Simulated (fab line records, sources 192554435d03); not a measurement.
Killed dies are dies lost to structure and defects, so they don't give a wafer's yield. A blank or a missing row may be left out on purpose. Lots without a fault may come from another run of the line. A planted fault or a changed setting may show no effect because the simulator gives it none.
Which tool did it? | flow n5_finfet | 24 lots, 72 wafers sampled, at 6 steps of a route of 1938

WHAT THE GAUGES READ, wafer by wafer
N5_BEOL_M11_INSPECT_30: inspects for defects (brightfield). Usual: raw_defect_count 430, standard deviation 73.
lot  | measured     | on                | raw_defect_count | flag
L074 | day 11 03:08 | defect_inspect-02 | 516 428 473      |
L075 | day 11 08:22 | defect_inspect-01 | 342 471 529      |
L076 | day 11 15:31 | defect_inspect-02 | 604 445 478      |
L078 | day 11 15:41 | defect_inspect-02 | 449 333 407      |
L077 | day 11 18:10 | defect_inspect-02 | 335 268 361      |
L081 | day 12 00:41 | defect_inspect-02 | 375 409 449      |
L079 | day 12 06:41 | defect_inspect-02 | 394 494 479      |
L080 | day 12 08:58 | defect_inspect-01 | 343 389 371      |
L083 | day 12 09:08 | defect_inspect-01 | 428 408 418      |
L082 | day 12 15:43 | defect_inspect-02 | 417 493 331      |
L084 | day 13 08:03 | defect_inspect-02 | 482 471 392      |
L085 | day 13 08:44 | defect_inspect-02 | 358 331 492      |
L088 | day 14 01:10 | defect_inspect-01 | 388 427 446      |
L086 | day 14 01:20 | defect_inspect-02 | 479 499 618      |
L089 | day 14 18:22 | defect_inspect-02 | 388 403 362      |
L087 | day 14 20:22 | defect_inspect-02 | 463 390 437      |
L092 | day 14 20:41 | defect_inspect-02 | 412 385 316      |
L090 | day 15 02:02 | defect_inspect-01 | 345 433 453      |
L091 | day 15 02:17 | defect_inspect-01 | 450 547 389      |
L094 | day 15 03:38 | defect_inspect-01 | 464 405 611      |
L093 | day 15 10:20 | defect_inspect-01 | 428 553 468      |
L095 | day 16 14:53 | defect_inspect-01 | 407 464 512      |
L097 | day 16 22:31 | defect_inspect-01 | 584 422 375      |
L096 | day 17 19:39 | defect_inspect-01 | 399 460 343      |

N5_BEOL_M11_INSPECT_58: inspects for defects (darkfield). Usual: raw_defect_count 76, standard deviation 28.
lot  | measured     | on                | raw_defect_count | flag
L074 | day 11 06:42 | defect_inspect-01 | 81 78 70         |
L075 | day 11 11:02 | defect_inspect-01 | 122 67 86        |
L076 | day 11 18:43 | defect_inspect-01 | 78 96 79         |
L078 | day 11 20:19 | defect_inspect-02 | 60 75 66         |
L077 | day 11 21:01 | defect_inspect-02 | 115 111 130      |
L081 | day 12 04:25 | defect_inspect-02 | 77 37 65         |
L079 | day 12 09:48 | defect_inspect-02 | 92 76 87         |
L080 | day 12 12:20 | defect_inspect-01 | 66 45 76         |
L083 | day 12 12:37 | defect_inspect-01 | 46 84 67         |
L082 | day 12 19:06 | defect_inspect-02 | 82 107 91        |
L084 | day 13 12:35 | defect_inspect-02 | 68 95 89         |
L085 | day 13 13:16 | defect_inspect-01 | 44 69 64         |
L088 | day 14 04:11 | defect_inspect-02 | 50 24 65         |
L086 | day 14 04:56 | defect_inspect-01 | 66 144 100       |
L089 | day 14 22:19 | defect_inspect-02 | 90 44 61         |
L087 | day 15 00:55 | defect_inspect-01 | 42 45 30         |
L092 | day 15 02:08 | defect_inspect-02 | 73 92 70         |
L090 | day 15 05:47 | defect_inspect-01 | 60 69 49         |
L091 | day 15 06:02 | defect_inspect-02 | 50 44 40         |
L094 | day 15 08:06 | defect_inspect-02 | 52 59 71         |
L093 | day 15 14:08 | defect_inspect-01 | 70 83 112        |
L095 | day 16 19:17 | defect_inspect-01 | 71 90 64         |
L097 | day 17 02:52 | defect_inspect-01 | 36 52 57         |
L096 | day 17 22:30 | defect_inspect-02 | 85 46 52         |

N5_BEOL_M13_THK_MEAS_01. Usual: M13_ILD_THK 832 nm, standard deviation 13.
lot  | measured     | on            | M13_ILD_THK (nm) | flag
L074 | day 11 11:00 | film_metro-02 | 846 851 848      |
L075 | day 11 15:05 | film_metro-01 | 843 816 852      |
L076 | day 12 02:42 | film_metro-01 | 833 817 848      |
L078 | day 12 03:53 | film_metro-01 | 839 817 839      |
L077 | day 12 06:18 | film_metro-01 | 832 821 835      |
L081 | day 12 10:23 | film_metro-02 | 832 840 836      |
L079 | day 12 19:59 | film_metro-01 | 839 835 847      |
L080 | day 12 21:06 | film_metro-01 | 839 838 846      |
L083 | day 12 20:42 | film_metro-02 | 816 834 823      |
L082 | day 13 01:15 | film_metro-01 | 821 832 829      |
L084 | day 13 20:01 | film_metro-02 | 805 825 832      |
L085 | day 14 00:43 | film_metro-01 | 835 828 835      |
L088 | day 14 09:53 | film_metro-02 | 829 827 824      |
L086 | day 14 17:58 | film_metro-01 | 815 801 825      |
L089 | day 15 03:11 | film_metro-01 | 821 839 846      |
L087 | day 15 04:59 | film_metro-02 | 809 818 840      |
L092 | day 15 08:04 | film_metro-02 | 819 847 828      |
L090 | day 15 09:37 | film_metro-02 | 831 845 851      |
L091 | day 15 12:25 | film_metro-01 | 815 830 827      |
L094 | day 15 18:38 | film_metro-02 | 825 848 823      |
L093 | day 16 00:05 | film_metro-02 | 832 847 859      |
L095 | day 17 00:37 | film_metro-01 | 831 837 843      |
L097 | day 17 07:34 | film_metro-02 | 820 829 838      |
L096 | day 18 05:26 | film_metro-02 | 853 837 837      |

WHICH TOOL RAN EACH LOT (tool, then ch and the chambers of the sampled wafers, then the start)
lot  | N5_BEOL_M11_SPUTTER_48       | N5_BEOL_M12_PRE_CLEAN_42     | N5_BEOL_M12_DEP_53
L074 | pvd_sputter-01, day 11 05:27 | pvd_sputter-01, day 11 09:35 | pecvd-02 ch 0,1,2, day 11 10:43
L075 | pvd_sputter-03, day 11 10:03 | pvd_sputter-01, day 11 13:37 | pecvd-01 ch 0,2, day 11 14:49
L076 | pvd_sputter-03, day 11 17:44 | pvd_sputter-01, day 12 01:14 | pecvd-03 ch 0,1, day 12 02:25
L078 | pvd_sputter-01, day 11 19:16 | pvd_sputter-01, day 12 02:29 | pecvd-02 ch 0,2, day 12 03:37
L077 | pvd_sputter-01, day 11 20:02 | pvd_sputter-03, day 12 04:35 | pecvd-03 ch 0,1,2, day 12 06:01
L081 | pvd_sputter-01, day 12 03:27 | pvd_sputter-03, day 12 08:41 | pecvd-02 ch 0,1,2, day 12 10:07
L079 | pvd_sputter-02, day 12 08:33 | pvd_sputter-01, day 12 18:25 | pecvd-03 ch 0,2, day 12 19:42
L080 | pvd_sputter-03, day 12 11:08 | pvd_sputter-03, day 12 19:27 | pecvd-02 ch 0,1,2, day 12 20:46
L083 | pvd_sputter-02, day 12 11:28 | pvd_sputter-01, day 12 18:44 | pecvd-01 ch 0,1,2, day 12 20:25
L082 | pvd_sputter-02, day 12 18:07 | pvd_sputter-01, day 12 23:49 | pecvd-03 ch 1,2, day 13 00:57
L084 | pvd_sputter-01, day 13 11:28 | pvd_sputter-02, day 13 18:37 | pecvd-03 ch 1,2, day 13 19:44
L085 | pvd_sputter-01, day 13 12:16 | pvd_sputter-01, day 13 23:02 | pecvd-01 ch 0,1,2, day 14 00:26
L088 | pvd_sputter-01, day 14 02:58 | pvd_sputter-01, day 14 08:26 | pecvd-03 ch 1,2, day 14 09:33
L086 | pvd_sputter-02, day 14 03:52 | pvd_sputter-01, day 14 15:55 | pecvd-01 ch 0,1,2, day 14 17:43
L089 | pvd_sputter-01, day 14 20:41 | pvd_sputter-02, day 15 01:44 | pecvd-01 ch 1,2, day 15 02:54
L087 | pvd_sputter-01, day 14 23:56 | pvd_sputter-03, day 15 03:35 | pecvd-03 ch 0,1,2, day 15 04:42
L092 | pvd_sputter-02, day 15 01:10 | pvd_sputter-01, day 15 06:40 | pecvd-03 ch 0,1,2, day 15 07:47
L090 | pvd_sputter-03, day 15 04:47 | pvd_sputter-03, day 15 08:10 | pecvd-02 ch 1,2, day 15 09:20
L091 | pvd_sputter-03, day 15 04:52 | pvd_sputter-03, day 15 10:58 | pecvd-01 ch 0,2, day 15 12:05
L094 | pvd_sputter-01, day 15 07:03 | pvd_sputter-03, day 15 17:06 | pecvd-02 ch 0,1, day 15 18:20
L093 | pvd_sputter-03, day 15 12:54 | pvd_sputter-02, day 15 22:10 | pecvd-02 ch 0,1,2, day 15 23:48
L095 | pvd_sputter-02, day 16 18:17 | pvd_sputter-01, day 16 23:07 | pecvd-03 ch 0,2, day 17 00:16
L097 | pvd_sputter-01, day 17 01:52 | pvd_sputter-02, day 17 06:07 | pecvd-01 ch 1,2, day 17 07:13
L096 | pvd_sputter-01, day 17 21:28 | pvd_sputter-03, day 18 04:03 | pecvd-03 ch 0,1,2, day 18 05:11
- N5_BEOL_M11_SPUTTER_48: material Cu, target thk 12 nm, time 2 s.
- N5_BEOL_M12_PRE_CLEAN_42: time 30 s.
- N5_BEOL_M12_DEP_53: deposits SiCN from 3MS/NH3, target thk 30 nm, time 10.5 s.

WHAT THE TOOLS THEMSELVES READ (means of the sampled wafers that have a number; where no wafer has one, the mark that the record gives instead)
N5_BEOL_M11_SPUTTER_48. Usual: chuck_gas_flow_sccm 1.26 sccm, standard deviation 0.055; throttle_valve_pct 30.1 %, standard deviation 0.98.
lot  | tool           | chuck_gas_flow_sccm (sccm) | throttle_valve_pct (%) | flag
L074 | pvd_sputter-01 | 1.23                       | 29.6                   |
L075 | pvd_sputter-03 | 1.25                       | 31.2                   |
L076 | pvd_sputter-03 | 1.22                       | 31.0                   |
L078 | pvd_sputter-01 | 1.22                       | 29.8                   |
L077 | pvd_sputter-01 | 1.25                       | 29.7                   |
L081 | pvd_sputter-01 | 1.23                       | 29.5                   |
L079 | pvd_sputter-02 | 1.30                       | 30.0                   |
L080 | pvd_sputter-03 | 1.24                       | 30.8                   |
L083 | pvd_sputter-02 | 1.28                       | 29.6                   |
L082 | pvd_sputter-02 | 1.30                       | 29.7                   |
L084 | pvd_sputter-01 | 1.31                       | 29.7                   |
L085 | pvd_sputter-01 | 1.26                       | 29.8                   |
L088 | pvd_sputter-01 | 1.28                       | 30.0                   |
L086 | pvd_sputter-02 | 1.32                       | 30.0                   |
L089 | pvd_sputter-01 | 1.27                       | 30.0                   |
L087 | pvd_sputter-01 | 1.28                       | 30.1                   |
L092 | pvd_sputter-02 | 1.33                       | 29.7                   |
L090 | pvd_sputter-03 | 1.26                       | 31.4                   |
L091 | pvd_sputter-03 | 1.22                       | 31.8                   |
L094 | pvd_sputter-01 | 1.25                       | 29.7                   |
L093 | pvd_sputter-03 | 1.26                       | 31.9                   |
L095 | pvd_sputter-02 | 1.24                       | 30.1                   |
L097 | pvd_sputter-01 | 1.26                       | 29.0                   |
L096 | pvd_sputter-01 | 1.26                       | 30.2                   |

N5_BEOL_M12_PRE_CLEAN_42. Usual: heater_power_w 343 W, standard deviation 47.
lot  | tool           | heater_power_w (W) | flag
L074 | pvd_sputter-01 | 346                |
L075 | pvd_sputter-01 | 385                |
L076 | pvd_sputter-01 | 421                |
L078 | pvd_sputter-01 | 337                |
L077 | pvd_sputter-03 | 314                |
L081 | pvd_sputter-03 | 314                |
L079 | pvd_sputter-01 | 417                |
L080 | pvd_sputter-03 | 312                |
L083 | pvd_sputter-01 | 368                |
L082 | pvd_sputter-01 | 365                |
L084 | pvd_sputter-02 | 313                |
L085 | pvd_sputter-01 | 387                |
L088 | pvd_sputter-01 | 336                |
L086 | pvd_sputter-01 | 330                |
L089 | pvd_sputter-02 | 340                |
L087 | pvd_sputter-03 | 312                |
L092 | pvd_sputter-01 | 343                |
L090 | pvd_sputter-03 | 312                |
L091 | pvd_sputter-03 | 315                |
L094 | pvd_sputter-03 | 315                |
L093 | pvd_sputter-02 | 325                |
L095 | pvd_sputter-01 | 381                |
L097 | pvd_sputter-02 | 309                |
L096 | pvd_sputter-03 | 332                |

N5_BEOL_M12_DEP_53. Usual: showerhead_plenum_p_Torr 4.168 Torr, standard deviation 0.018; showerhead_vpp_V 1585 V, standard deviation 61; throttle_valve_pct 17.3 %, standard deviation 0.89.
lot  | tool     | showerhead_plenum_p_Torr (Torr) | showerhead_vpp_V (V) | throttle_valve_pct (%) | flag
L074 | pecvd-02 | 4.171                           | 1630                 | 17.2                   |
L075 | pecvd-01 | 4.138                           | 1557                 | 17.7                   |
L076 | pecvd-03 | 4.174                           | 1539                 | 17.9                   |
L078 | pecvd-02 | 4.181                           | 1672                 | 16.8                   |
L077 | pecvd-03 | 4.171                           | 1587                 | 17.0                   |
L081 | pecvd-02 | 4.170                           | 1648                 | 17.3                   |
L079 | pecvd-03 | 4.176                           | 1602                 | 16.2                   |
L080 | pecvd-02 | 4.173                           | 1639                 | 17.4                   |
L083 | pecvd-01 | 4.159                           | 1540                 | 17.4                   |
L082 | pecvd-03 | 4.173                           | 1614                 | 17.3                   |
L084 | pecvd-03 | 4.172                           | 1625                 | 16.5                   |
L085 | pecvd-01 | 4.151                           | 1560                 | 17.5                   |
L088 | pecvd-03 | 4.173                           | 1621                 | 17.3                   |
L086 | pecvd-01 | 4.149                           | 1558                 | 17.5                   |
L089 | pecvd-01 | 4.165                           | 1560                 | 17.2                   |
L087 | pecvd-03 | 4.179                           | 1550                 | 17.1                   |
L092 | pecvd-03 | 4.183                           | 1585                 | 17.2                   |
L090 | pecvd-02 | 4.158                           | 1619                 | 17.4                   |
L091 | pecvd-01 | 4.137                           | 1553                 | 17.6                   |
L094 | pecvd-02 | 4.171                           | 1637                 | 17.9                   |
L093 | pecvd-02 | 4.174                           | 1631                 | 17.5                   |
L095 | pecvd-03 | 4.182                           | 1549                 | 17.0                   |
L097 | pecvd-01 | 4.156                           | 1520                 | 16.8                   |
L096 | pecvd-03 | 4.174                           | 1582                 | 16.9                   |

THE ANSWER, worked out from the rows above alone
Rule: a lot is off if the mean of its wafers that have a number lies more than 3 standard deviations from the usual mean. A lot without any number at a reading at which 4 lots or more have one is off too. The other lots that the step has rows for count as sound. The gauges are gone through in route order, then the tools' own readings, and for those a lot's mean is taken as printed above. The first step at which some lot is off is used, and at that step the reading that is off furthest; a lot without a number counts as furthest.
No lot is off at any reading shown: from this, nothing can be told.

WHAT THE SIMULATOR HAD PUT IN
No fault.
